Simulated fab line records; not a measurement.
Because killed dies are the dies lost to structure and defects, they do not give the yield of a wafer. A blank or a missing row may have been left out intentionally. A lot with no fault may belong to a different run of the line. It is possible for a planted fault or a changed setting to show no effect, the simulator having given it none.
fab line records	flow n5-finfet
[record] lots = 5	wafers = 15	last-day = 17
route steps=1938 shown BEOL_M4@1104 BEOL_M5@1112 PASSIVATION@1936
lots untouched by any fault: they come from a run of this same line in which no faults occurred
start-h: hours from the record's first day to the start of the lot's first wafer shown	wait-h: how many hours have passed since the lot's step before this one	" repeats the value in the row above	L1.1+2: a row that stands for several wafers	- value missing, or start not given	* or withheld: withheld	< > ~ a bound
route shown NAME@n: NAME is a module with steps in the file, n the number in the route of the first one	usual: the fault-free wafers' mean and standard deviation	same: alike in all rows	chamber/n: place in a boat	sites: per-site readings	_std_site: standard deviation across them	_edge_site: outer sites' mean less inner sites'	radius-mm: for every site, how far away it sits from the centre of the wafer	mask NAME#n: copy n	behind: the most recent tool/chamber to have shaped the wafer	hold: cause of the lot's hold/its duration in hours/its outcome	device: the transistor (n, p or np) that didn't switch	end of line: tests run on the same wafers once the route is complete	where a step has no rows: the recipe by itself	killed: the dies lost at the first sort to structure and to defects; this is not the yield of the wafer	map: the dies of a wafer, with x for killed, . for not killed, _ for no die there
set.NAME: the setting as run; set.NAME@STEP: as run at that earlier step	model.NAME: the simulator's own value behind a step, which no gauge read
certain route steps with their lots: each step a table, each wafer a row
services: from which hour (start-h, from the record's first day; less than 0 if before it) a tool's chamber was out of use, for how many hours, and why
[[steps]]
[step N5_BEOL_M4_THK_MEAS_53]
[recipe] thk-meas-gauge = xrf	reads = Cu_of_BEOL_M4_ECD_50
[usual] M4_THK = 41.0/1.2
lot.wafer	tool	chamber	start-h	wait-h	M4_THK[nm]
L429.2	film-metro-02	-	170.69	-	42.2
L429.4	"	-	"	"	42.1
L429.5	"	-	"	"	42.1
L434.2	film-metro-02	-	195.11	-	39.0
L434.3	"	-	"	"	40.3
L434.4	"	-	"	"	39.6
L435.2	film-metro-01	-	196.54	-	39.8
L435.3	"	-	"	"	42.8
L435.5	"	-	"	"	39.7
L446.1	film-metro-02	-	262.30	-	41.8
L446.3	"	-	"	"	40.4
L446.4	"	-	"	"	39.6
L449.3	film-metro-01	-	295.18	-	39.7
L449.4	"	-	"	"	42.4
L449.5	"	-	"	"	39.0
[step N5_BEOL_M4_PRE_CLEAN_60]
[recipe] gas = NH3/H2	time-s = 15	temp-c = *	rf-power-w = 300
[step N5_BEOL_M4_CO_CAP_55]
[recipe] material = Co	target-thk-a = 20	temp-c = 200	precursor = CCTBA/H2	pressure-torr = 30	time-s = 102.1
[usual] heater-power-w = 240/31
lot.wafer	tool	chamber	start-h	wait-h	heater-power-w
L429.2	cvd-co-02	0	170.77	0.0	201
L429.4	"	2	"	"	260
L429.5	"	1	"	"	282
L434.2	cvd-co-01	0	195.25	0.0	215
L434.3	"	1	"	"	223
L434.4	"	1	"	"	232
L435.2	cvd-co-01	2	196.77	0.0	234
L435.3	"	1	"	"	232
L435.5	"	0	"	"	207
L446.1	cvd-co-02	0	262.38	0.0	204
L446.3	"	2	"	"	261
L446.4	"	1	"	"	280
L449.3	cvd-co-02	1	295.32	0.1	273
L449.4	"	0	"	"	200
L449.5	"	1	"	"	277
[step N5_BEOL_M4_PRE_CLEAN_56]
[recipe] gas = NH3	time-s = 15	temp-c = withheld	rf-power-w = 300
[step N5_BEOL_M4_DEP_57]
[recipe] material = SiCN	target-thk-a = 80	temp-c = withheld	precursor = 3MS/NH3	pressure-torr = 3	rf-w = 202	time-s = 14
[usual] showerhead-plenum-p-Torr = 3.667/0.012	throttle-valve-pct = 9.0/0.37
lot.wafer	tool	chamber	start-h	wait-h	showerhead-plenum-p-Torr	throttle-valve-pct
L429.2	pecvd-02	0	170.88	0.0	3.676	9.1
L429.4	"	1	"	"	3.652	9.1
L429.5	"	2	"	"	3.687	9.3
L434.2	pecvd-04	2	195.37	0.0	3.676	8.9
L434.3	"	1	"	"	3.648	9.1
L434.4	"	2	"	"	3.673	8.6
L435.2	pecvd-02	2	196.89	0.0	3.673	9.3
L435.3	"	1	"	"	3.660	8.8
L435.5	"	1	"	"	3.666	8.7
L446.1	pecvd-04	1	262.49	0.0	3.656	9.1
L446.3	"	0	"	"	3.671	9.0
L446.4	"	1	"	"	3.655	9.0
L449.3	pecvd-04	2	295.43	0.0	3.667	8.2
L449.4	"	0	"	"	3.680	9.0
L449.5	"	2	"	"	3.674	8.1
[step N5_BEOL_M4_RS_MEAS_58]
[recipe] thk-meas-gauge = four-point-probe	reads = Co_of_BEOL_M4_CO_CAP_55+Cu_of_BEOL_M4_ECD_50+Co_of_BEOL_M4_CVD_47+TaN_of_BEOL_M4_ALD_84
[usual] M4_RS = 0.666/0.025
lot.wafer	tool	chamber	start-h	wait-h	M4_RS[ohm/sq]
L429.2	film-metro-01	-	170.95	0.1	0.644
L429.4	"	-	"	"	0.646
L429.5	"	-	"	"	0.647
L434.2	film-metro-02	-	195.44	0.1	0.701
L434.3	"	-	"	"	0.677
L434.4	"	-	"	"	0.692
L435.2	film-metro-01	-	196.95	0.1	0.692
L435.3	"	-	"	"	0.633
L435.5	"	-	"	"	0.697
L446.1	film-metro-02	-	262.56	0.0	0.649
L446.3	"	-	"	"	0.676
L446.4	"	-	"	"	0.691
L449.3	film-metro-01	-	295.50	0.1	0.693
L449.4	"	-	"	"	0.638
L449.5	"	-	"	"	0.708
[step N5_BEOL_M4_INSPECT_59]
[recipe] inspect-instrument = darkfield	mode = post-dep
[usual] raw-defect-count = 68/25
lot.wafer	tool	chamber	start-h	wait-h	raw-defect-count
L429.2	defect-inspect-02	-	170.98	0.0	52
L429.4	"	-	"	"	58
L429.5	"	-	"	"	72
L434.2	defect-inspect-02	-	195.46	0.0	73
L434.3	"	-	"	"	83
L434.4	"	-	"	"	46
L435.2	defect-inspect-01	-	196.98	0.0	66
L435.3	"	-	"	"	59
L435.5	"	-	"	"	46
L446.1	defect-inspect-01	-	262.58	0.0	97
L446.3	"	-	"	"	39
L446.4	"	-	"	"	50
L449.3	defect-inspect-02	-	295.53	0.0	60
L449.4	"	-	"	"	71
L449.5	"	-	"	"	41
[step N5_BEOL_M4_RC_MEAS_101]
[usual] DIBL_N = 36.4/1.4	DIBL_P = 36.3/1.5	IOFF_N = 0.162/0.023	IOFF_P = 0.211/0.027	ION_N = 676/9.7	ION_P = 463/6.4	SS_N = 71.5/0.5	SS_P = 73.3/0.6	VT_N = 249.3/2.5	VT_P = -249.9/2.8
lot.wafer	tool	chamber	start-h	wait-h	DIBL_N[mV/V]	DIBL_P[mV/V]	IOFF_N[nA/um]	IOFF_P[nA/um]	ION_N[uA/um]	ION_P[uA/um]	SS_N[mV/dec]	SS_P[mV/dec]	VT_N[mV]	VT_P[mV]
L429.2	prober-02	0	171.16	0.2	38.8	38.1	0.214	0.264	682	466	72.4	73.6	246.8	-245.8
L429.4	"	0	"	"	37.5	36.3	0.176	0.220	686	471	72.9	72.8	245.5	-247.4
L429.5	"	0	"	"	39.7	38.7	0.214	0.266	676	463	72.6	74.1	246.7	-247.1
L434.2	prober-01	0	195.64	0.2	35.3	34.5	0.150	0.192	683	458	71.1	73.3	247.1	-249.1
L434.3	"	0	"	"	38.0	38.7	0.206	0.244	685	468	72.2	73.7	244.9	-248.3
L434.4	"	0	"	"	35.6	34.6	0.150	0.185	677	462	71.2	73.4	248.4	-250.1
L435.2	prober-02	0	197.16	0.2	36.2	37.5	0.181	0.278	686	482	71.7	73.3	245.4	-242.9
L435.3	"	0	"	"	35.0	35.9	0.157	0.244	681	480	71.5	74.3	248.8	-244.8
L435.5	"	0	"	"	35.0	35.9	0.163	0.250	684	477	71.6	73.4	247.3	-241.1
L446.1	prober-02	0	262.61	0.0	35.9	36.8	0.143	0.198	666	455	71.4	73.4	252.8	-253.1
L446.3	"	0	"	"	35.8	35.1	0.135	0.181	669	455	70.7	73.1	252.3	-253.9
L446.4	"	0	"	"	33.5	33.3	0.108	0.151	669	456	70.8	72.1	255.3	-254.6
L449.3	prober-02	0	295.86	0.3	36.4	35.1	0.167	0.234	686	470	71.7	73.7	247.2	-246.1
L449.4	"	0	"	"	36.5	34.9	0.159	0.224	673	466	72.4	73.1	246.6	-248.5
L449.5	"	0	"	"	35.8	33.6	0.150	0.206	670	465	71.5	72.1	249.7	-247.5
[step N5_BEOL_M5_ILD_DEP_00]
[recipe] material = SiCOH_lowk	target-thk-a = 1406.4	temp-c = 300	precursor = DEMS/porogen	pressure-torr = 5	rf-w = 500	time-s = 25.9
[usual] heater-power-w = 346/34	showerhead-plenum-p-Torr = 5.741/0.015	throttle-valve-pct = 13.7/0.47
lot.wafer	tool	chamber	start-h	wait-h	heater-power-w	showerhead-plenum-p-Torr	throttle-valve-pct
L429.2	pecvd-02	1	171.97	0.7	333	5.715	13.8
L429.4	"	0	"	"	391	5.763	13.4
L429.5	"	1	"	"	328	5.711	13.5
L434.2	pecvd-02	1	196.45	0.7	338	5.714	13.5
L434.3	"	0	"	"	344	5.752	13.5
L434.4	"	1	"	"	339	5.743	13.4
L435.2	pecvd-01	2	197.98	0.7	350	5.742	12.9
L435.3	"	0	"	"	385	5.723	13.7
L435.5	"	0	"	"	384	5.744	13.6
L446.1	pecvd-02	1	263.57	0.8	332	5.727	13.5
L446.3	"	2	"	"	360	5.753	14.4
L446.4	"	0	"	"	374	5.754	13.5
L449.3	pecvd-01	0	296.51	0.5	345	5.739	14.0
L449.4	"	0	"	"	346	5.740	14.1
L449.5	"	2	"	"	350	5.712	12.9
[step N5_BEOL_M5_CURE_79]
[recipe] temp-c = 385	time-s = 240	ambient = He/Ar	material = SiCOH_lowk
[step N5_BEOL_M5_THK_MEAS_01]
[recipe] reads = SiCOH_lowk_of_BEOL_M5_ILD_DEP_00
[usual] M5_ILD_THK = 121.0/1.4
lot.wafer	tool	chamber	start-h	wait-h	M5_ILD_THK[nm]
L429.2	film-metro-01	-	172.55	0.4	121.2
L429.4	"	-	"	"	122.6
L429.5	"	-	"	"	122.6
L434.2	film-metro-01	-	197.02	0.4	120.0
L434.3	"	-	"	"	121.0
L434.4	"	-	"	"	122.4
L435.2	film-metro-01	-	198.55	0.4	120.7
L435.3	"	-	"	"	120.6
L435.5	"	-	"	"	121.5
L446.1	film-metro-02	-	266.09	2.2	117.2
L446.3	"	-	"	"	118.2
L446.4	"	-	"	"	120.5
L449.3	film-metro-01	-	297.09	0.3	119.1
L449.4	"	-	"	"	122.5
L449.5	"	-	"	"	121.5
[step N5_BEOL_M5_PECVD_70]
[recipe] material = SiO2	target-thk-a = 160	temp-c = 400	precursor = TEOS/O2	pressure-torr = 5.5	rf-w = 450	teos-flow-sccm = 53.8	gas = O2	flow-sccm = 3000	time-s = 18
[usual] heater-power-w = 784/69	showerhead-plenum-p-Torr = 8.81/0.054	throttle-valve-pct = 22.2/0.67
lot.wafer	tool	chamber	start-h	wait-h	heater-power-w	showerhead-plenum-p-Torr	throttle-valve-pct
L429.2	pecvd-02	2	172.58	0.0	806	8.84	23.2
L429.4	"	2	"	"	832	8.84	23.1
L429.5	"	1	"	"	776	8.75	21.7
L434.2	pecvd-03	0	197.06	0.0	663	8.71	23.4
L434.3	"	2	"	"	838	8.88	21.7
L434.4	"	1	"	"	661	8.81	22.2
L435.2	pecvd-02	1	198.59	0.0	790	8.74	22.1
L435.3	"	2	"	"	881	8.86	22.8
L435.5	"	0	"	"	717	8.86	22.1
L446.1	pecvd-02	2	266.15	0.1	732	8.85	23.4
L446.3	"	1	"	"	711	8.73	21.7
L446.4	"	2	"	"	739	8.84	23.4
L449.3	pecvd-02	0	297.12	0.0	835	8.85	21.6
L449.4	"	0	"	"	829	8.85	21.9
L449.5	"	2	"	"	840	8.82	23.3
[step N5_BEOL_M5_HM_DEP_02]
[recipe] material = TiN	target-thk-a = 200	temp-c = 25	chamber-pressure-pa = 0.49996
[usual] throttle-valve-pct = 30.1/0.44
lot.wafer	tool	chamber	start-h	wait-h	throttle-valve-pct
L429.2	pvd-sputter-02	-	173.54	0.9	29.8
L429.4	"	-	"	"	30.7
L429.5	"	-	"	"	29.8
L434.2	pvd-sputter-02	-	198.83	1.8	29.4
L434.3	"	-	"	"	30.1
L434.4	"	-	"	"	30.7
L435.2	pvd-sputter-01	-	199.15	0.5	29.4
L435.3	"	-	"	"	29.7
L435.5	"	-	"	"	30.5
L446.1	pvd-sputter-01	-	266.93	0.8	29.7
L446.3	"	-	"	"	29.7
L446.4	"	-	"	"	30.7
L449.3	pvd-sputter-03	-	297.26	0.1	30.2
L449.4	"	-	"	"	30.5
L449.5	"	-	"	"	29.8
[step N5_BEOL_M5_COAT_59]
[recipe] resist = SOC	temp-c = 250	time-s = 60	spin-rpm = 1500	resist-thk-nm = 60
[step N5_BEOL_M5_COAT_60]
[recipe] resist = SiARC	temp-c = 220	time-s = 60	spin-rpm = 1500	resist-thk-nm = 12
[step N5_BEOL_M5_COAT_71]
[recipe] resist = underlayer	temp-c = 205	time-s = 60	spin-rpm = 1500	resist-thk-nm = 5
[step N5_BEOL_M5_COAT_05]
[recipe] resist = CAR-EUV	spin-rpm = 1500	resist-thk-nm = 30
[step N5_BEOL_M5_EBR_07]
[recipe] solvent = PGMEA	ebr-width-mm = 1.5
[step N5_BEOL_M5_SOFTBAKE_06]
[recipe] temp-c = 110	time-s = 60	resist = CAR-EUV
[step N5_BEOL_M5_EXPOSE_08]
[recipe] mask-id = M5	na = 0.33	source-shape = annular	sigma-inner = 0.4	sigma-outer = 0.8	polarization = unpolarized	target-cd-nm = 28	dose-mj = 35.75
[step N5_BEOL_M5_PEB_09]
[recipe] peb-temp-c = 100	peb-time-s = 60	resist = CAR-EUV
[step N5_BEOL_M5_DEVELOP_10]
[recipe] develop-time-s = 30	developer = TMAH	resist = CAR-EUV	rinse-liquid = surfactant-rinse	dry = air-spin	dev-temp-c = 23
[step N5_BEOL_M5_CD_MEAS_11]
[recipe] target-cd-nm = 27.74	landing-energy-ev = 500	detector = se-inlens
[usual] cd-nm = 28.03/0.24
lot.wafer	tool	chamber	start-h	wait-h	cd-nm
L429.2	cd-sem-02	0	174.06	-	28.03
L429.4	"	0	"	"	28.66
L429.5	"	0	"	"	28.29
L434.2	cd-sem-03	0	199.22	-	28.00
L434.3	"	0	"	"	27.86
L434.4	"	0	"	"	28.28
L435.2	cd-sem-03	0	199.66	-	27.94
L435.3	"	0	"	"	27.77
L435.5	"	0	"	"	28.16
L446.1	cd-sem-03	0	267.32	-	28.04
L446.3	"	0	"	"	27.45
L446.4	"	0	"	"	27.79
L449.3	cd-sem-03	0	297.65	-	28.26
L449.4	"	0	"	"	28.20
L449.5	"	0	"	"	28.08
[step N5_BEOL_M5_OVL_MEAS_12]
[recipe] points-per-wafer = 522
[usual] M5_OVL = -0.2/0.61
[same] points-per-wafer = 522
lot.wafer	tool	chamber	start-h	wait-h	M5_OVL[nm]
L429.2	overlay-01	0	174.09	0.0	0.3
L429.4	"	0	"	"	0.3
L429.5	"	0	"	"	0.2
L434.2	overlay-02	0	199.26	0.0	-0.3
L434.3	"	0	"	"	0.3
L434.4	"	0	"	"	-0.4
L435.2	overlay-02	0	199.70	0.0	0.0
L435.3	"	0	"	"	0.1
L435.5	"	0	"	"	0.1
L446.1	overlay-02	0	267.35	0.0	-0.3
L446.3	"	0	"	"	-0.5
L446.4	"	0	"	"	0.4
L449.3	overlay-02	0	297.69	0.0	-1.0
L449.4	"	0	"	"	-0.6
L449.5	"	0	"	"	-2.3
[step N5_BEOL_M5_INSPECT_13]
[recipe] mode = adi	inspect-instrument = brightfield
[usual] raw-defect-count = 372/82
lot.wafer	tool	chamber	start-h	wait-h	raw-defect-count
L429.2	defect-inspect-01	-	174.15	0.0	276
L429.4	"	-	"	"	332
L429.5	"	-	"	"	343
L434.2	defect-inspect-02	-	199.31	0.0	280
L434.3	"	-	"	"	1363
L434.4	"	-	"	"	330
L435.2	defect-inspect-01	-	199.75	0.0	467
L435.3	"	-	"	"	476
L435.5	"	-	"	"	386
L446.1	defect-inspect-02	-	267.40	0.1	433
L446.3	"	-	"	"	274
L446.4	"	-	"	"	249
L449.3	defect-inspect-02	-	297.74	0.0	484
L449.4	"	-	"	"	387
L449.5	"	-	"	"	396
[step N5_BEOL_M5_DESCUM_16]
[recipe] chemistry = O2	time-s = 7	source-power-w = 50	bias-power-w = 20	pressure-mtorr = 20	rf-frequency-hz = 2.712e+07	temp-c = 40	resist = CAR-EUV	o2-flow-sccm = 225
[usual] drypump-motor-current-A = 5.8/0.4	oes-product-au = 0.79/0.069	rf-vpp-V = 243.2/1.2	showerhead-plenum-p-Torr = 2.10/0.051	throttle-valve-pct = 20.39/0.28
lot.wafer	tool	chamber	start-h	wait-h	drypump-motor-current-A	oes-product-au	rf-hours-counter-h	rf-vpp-V	showerhead-plenum-p-Torr	throttle-valve-pct
L429.2	rie-diel-03	0	174.18	0.0	6.2	0.79	122	243.6	2.02	20.12
L429.4	"	1	"	"	6.2	0.75	151	244.3	2.19	20.41
L429.5	"	1	"	"	6.1	0.75	-	244.8	2.19	20.40
L434.2	rie-diel-05	0	199.35	0.0	5.7	0.69	234	241.6	2.07	20.85
L434.3	"	3	"	"	5.4	0.74	179	242.6	2.08	20.93
L434.4	"	1	"	"	6.2	0.80	103	243.7	2.11	20.76
L435.2	rie-diel-03	2	199.79	0.0	5.5	0.74	152	244.1	2.09	20.35
L435.3	"	0	"	"	6.2	0.78	129	241.8	2.01	20.13
L435.5	"	1	"	"	6.1	0.74	-	245.5	2.18	20.41
L446.1	rie-diel-01	3	267.44	0.0	5.1	0.93	23	242.6	2.13	20.10
L446.3	"	2	"	"	5.7	0.81	82	242.2	2.03	20.17
L446.4	"	0	"	"	5.6	0.74	163	243.7	2.09	20.47
L449.3	rie-diel-03	0	298.92	1.2	6.2	0.74	167	240.8	2.00	20.19
L449.4	"	3	"	"	6.3	0.84	79	244.7	2.13	20.37
L449.5	"	2	"	"	5.5	0.71	-	242.3	2.08	20.38
[step N5_PASSIVATION_PROBE_49]
[usual] defect-limited-yield = 91.3/1.3	killed_at_M0_to_M3 = 33/8.9	killed_at_M4_up = 15/5.4	killed-at-contacts = 13/5.8	killed-at-front-end = 39/9.9	killed-at-other = 3.2/2.9	killed-dies = 102/15	killed-on-rim = 13/3.7	killed-open = 68/12	killed-short = 34/7.6	sort_bin_5_function = 5.1/0.89	sort_bin_6_memory = 3.2/0.63	sort-n-pass = 1078/15	sort-yield-pct = 91.3/1.3
[same] gross-dies = 1180	killed-at-back-side = 0	sort_bin_4_leakage[%] = 0	sort_bin_8_speed[%] = 0
lot.wafer	tool	chamber	start-h	wait-h	defect-limited-yield[%]	killed_at_M0_to_M3	killed_at_M4_up	killed-at-contacts	killed-at-front-end	killed-at-other	killed-dies	killed-on-rim	killed-open	killed-short	sort_bin_5_function[%]	sort_bin_6_memory[%]	sort-n-pass	sort-yield-pct[%]
L434.3	prober-02	-	301.14	0.1	82.4	36	132	7	32	1	208	32	81	22	10.5	3.3	972	82.4
L435.2	prober-02	-	306.18	0.1	94.7	19	8	5	29	1	62	6	39	22	3.1	2.0	1118	94.7
L435.3	prober-02	-	306.23	0.1	94.2	23	7	8	27	3	68	9	43	25	3.4	2.2	1112	94.2
L435.5	prober-02	-	306.33	0.2	93.1	26	10	9	36	1	82	10	41	41	4.5	2.0	1098	93.1
L446.1	prober-02	-	364.73	0.0	89.1	39	12	20	55	3	129	12	82	46	6.3	4.2	1051	89.1
L446.3	prober-02	-	364.83	0.1	89.9	51	13	11	44	0	119	19	82	36	6.1	3.7	1061	89.9
L446.4	prober-02	-	364.88	0.2	92.7	27	10	14	35	0	86	8	55	29	4.4	2.6	1094	92.7
L449.3	prober-02	-	396.71	0.1	91.4	45	10	9	33	4	101	12	60	41	5.3	3.1	1079	91.4
L449.4	prober-02	-	396.76	0.2	90.7	40	17	19	23	11	110	18	77	33	4.9	4.2	1070	90.7
L449.5	prober-02	-	396.81	0.2	90.1	49	14	11	42	1	117	20	82	35	6.1	3.6	1063	90.1
// killed by level:class
L434.3 BEOL_M5:unspecified=105 BEOL_M4:geometric-particle:open=21 FIN_SAQP:geometric-particle:open=11 BEOL_M1:geometric-particle:open=11 BEOL_M2:geometric-particle:open=10 BEOL_M3:geometric-particle:open=6 FIN_SAQP:geometric-particle:short=5 MOL_CONTACT_COAG:geometric-particle:open=5
L435.2 STI_FIN_REVEAL:geometric-particle:open=12 BEOL_M2:geometric-particle:open=6 GATE_CUT:geometric-particle:short=5 BEOL_M0_SAQP:geometric-particle:open=5 STI_FIN_REVEAL:geometric-particle:short=4 MOL_CONTACT_COAG:geometric-particle:open=4 FIN_SAQP:geometric-particle:short=3 BEOL_M4:geometric-particle:open=3
L435.3 STI_FIN_REVEAL:geometric-particle:open=7 MOL_CONTACT_COAG:geometric-particle:open=7 BEOL_M0_SAQP:geometric-particle:short=6 DUMMY_GATE:geometric-particle:open=5 BEOL_M2:geometric-particle:open=5 BEOL_M3:geometric-particle:open=5 BEOL_M0_SAQP:geometric-particle:open=4 FIN_SAQP:geometric-particle:short=3
L435.5 BEOL_M0_SAQP:geometric-particle:short=10 FIN_SAQP:geometric-particle:short=6 GATE_CUT:geometric-particle:short=6 MOL_CONTACT_COAG:geometric-particle:open=6 STI_FIN_REVEAL:geometric-particle:open=5 BEOL_M2:geometric-particle:open=5 FIN_SAQP:geometric-particle:open=4 BEOL_M0_SAQP:geometric-particle:open=4
L446.1 MOL_CONTACT_COAG:geometric-particle:open=12 FIN_SAQP:geometric-particle:open=10 STI_FIN_REVEAL:geometric-particle:open=10 MOL_CONTACT_COAG:geometric-particle:short=8 GATE_CUT:geometric-particle:short=7 BEOL_M0_SAQP:geometric-particle:short=7 BEOL_M1:geometric-particle:open=7 FIN_SAQP:geometric-particle:short=6
L446.3 BEOL_M3:geometric-particle:open=17 BEOL_M0_SAQP:geometric-particle:short=12 BEOL_M1:geometric-particle:open=9 BEOL_M0_SAQP:geometric-particle:open=9 FIN_SAQP:geometric-particle:short=7 MOL_CONTACT_COAG:geometric-particle:open=7 FIN_SAQP:geometric-particle:open=6 BEOL_M4:geometric-particle:open=6
L446.4 MOL_CONTACT_COAG:geometric-particle:open=12 GATE_CUT:geometric-particle:short=7 BEOL_M1:geometric-particle:open=7 STI_FIN_REVEAL:geometric-particle:open=6 GATE_CUT:geometric-particle:open=6 BEOL_M2:geometric-particle:open=6 BEOL_M1:geometric-particle:short=5 BEOL_M3:geometric-particle:open=4
L449.3 BEOL_M0_SAQP:geometric-particle:short=16 FIN_SAQP:geometric-particle:open=13 MOL_CONTACT_COAG:geometric-particle:open=7 BEOL_M0_SAQP:geometric-particle:open=7 BEOL_M1:geometric-particle:open=7 BEOL_M3:geometric-particle:open=6 BEOL_M0:geometric-particle:short=4 STARTING-WAFER:geometric-particle:short=4
L449.4 MOL_CONTACT_COAG:geometric-particle:open=16 BEOL_M0_SAQP:geometric-particle:short=8 BEOL_M0_SAQP:geometric-particle:open=8 BEOL_M1:geometric-particle:open=8 BEOL_M4:geometric-particle:open=7 BEOL_M3:geometric-particle:open=6 DUMMY_GATE:geometric-particle:open=5 BEOL_M2:geometric-particle:open=4
L449.5 BEOL_M1:geometric-particle:open=12 MOL_CONTACT_COAG:geometric-particle:open=9 FIN_SAQP:geometric-particle:open=8 FIN_SAQP:geometric-particle:short=7 BEOL_M3:geometric-particle:open=7 BEOL_M2:geometric-particle:open=7 BEOL_M0_SAQP:geometric-particle:short=6 BEOL_M0_SAQP:geometric-particle:open=6
// map L434.3 (x killed, . not)
_________________............________________
______________........x....x...._____________
___________...................xx...__________
__________.x....x.x.x...x.x........._________
________.xx.x...................x....._______
_______.....x......x..........xx...x...______
______..x..........x.....x...x.........._____
_____...x................x..............x____
____..........................x..x.......x___
___......................................xx__
___.........x...............x.........x.xxx__
__.............x.............x.......xxxxxxx_
__.x.........................x.....xxxxxxxxx_
_.......x.x.........x..x..........x.xxxxxxxxx
_.x.x........................x....xxxxxxxxxxx
_x.....x..................x........xxxxxxxxxx
_.........xx........x.x............xxxxxxxxxx
_......x.x........x........x.......xxxxxxxxxx
_..x.............................x..xxxxxxxxx
_...x...x......x............x..x..xxx.xxxxxxx
_....x.....x.................x.......xxxxxxxx
__................x.....x.............x.xxxx_
__..........x.........xx..x...............x._
___.........x.....x..x..x.................x__
___......x..x....................x...xx...x__
____...x.....xx............x.............x___
_____................................x...____
______...............x...........x......_____
_______.............x..x..x............______
________...........................x.._______
__________..............x..........._________
___________..x......x.x......x.....__________
______________...x.x.x...x......_____________
_________________...x........________________
// map L429.2 (x killed, . not)
_________________.....x...x..________________
______________.....xx...x......._____________
___________.........x.......x......__________
__________.......x...x.............._________
________....x.x........x..........x..._______
_______....x.............x....x..x.....______
______.....x......x.................x..._____
_____....................................____
____.x...............x....................___
___..x............................x........__
___.............................x..........__
__..................x........x........x....._
__.x..........x..................x...x......_
_..............x...x.........................
_.x.x..x..................x................x.
_....................x....x...x......x.x.....
_...x...x.......x............................
_..x..........................x..............
_..x..x..............x.......................
_..x..............................x.....xxxx.
_........xx.............................xx.x.
__.......x................................x._
__x..........x.........x.x..x............x.._
___......xx..xx....x.....x................x__
___....x.............xx.....x..........x...__
____...x...xx.......x......x...x..........___
_____.....................x......x.......____
______..........................x.....x._____
_______.........xx...........x.........______
________x............................._______
__________x....x.........x.........._________
___________.xx.x.......x........xx.__________
______________..xx.x.......x...._____________
_________________............________________
[[services]]
tool	chamber	start-h	hours	kind
pecvd-02	0	152.39	2.1	scheduled-down
pecvd-02	2	157.97	5.5	scheduled-down
pvd-sputter-01	-	164.86	1.5	repair
pecvd-03	0	170.64	5.5	scheduled-down
pecvd-04	2	172.95	2.1	scheduled-down
pecvd-03	2	176.33	5.5	scheduled-down
rie-diel-01	3	177.08	-	clean
rie-diel-01	3	177.08	-	consumable-replace:focus-ring
pecvd-03	-	181.09	1.8	repair
pvd-sputter-02	-	187.05	3.7	repair
cvd-co-02	-	193.68	4.3	pm
pecvd-04	1	199.60	5.5	scheduled-down
pecvd-03	-	199.99	14.6	pm
pecvd-04	2	205.34	-	clean
pecvd-04	2	205.34	-	consumable-replace:showerhead
pecvd-04	2	205.34	29.0	scheduled-down
pecvd-04	2	205.34	29.0	vent-cycle
rie-diel-01	-	232.90	2.8	pm
rie-diel-03	2	248.66	32.5	repair
rie-diel-05	-	255.94	4.4	repair
rie-diel-03	3	261.12	1.6	repair
rie-diel-05	-	265.35	34.4	repair
pecvd-01	1	274.01	5.5	scheduled-down
cvd-co-02	2	287.15	15.5	repair
[[key]]
[first-sign] step = N5_BEOL_M5_INSPECT_13	reading = raw-defect-count	direction = up	sigmas = 12	usual = 372	struck = 1363
[effect] step = N5_PASSIVATION_PROBE_49	reading = killed_at_M4_up	direction = up	sigmas = 22	usual = 15	struck = 132
[more-kills-born-at] N5_BEOL_M5_HM_DEP_02@pvd-sputter-02 = 105
met-at N5_BEOL_M5_HM_DEP_02
struck-wafers L434.3
[fault] kind = chamber-particle-source	tool = pvd-sputter-02	chamber = -	onset-h = 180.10	steps = N5_BEOL_M5_HM_DEP_02	rate-per-visit-cm2 = 1.5367	scope = struck-wafers-only
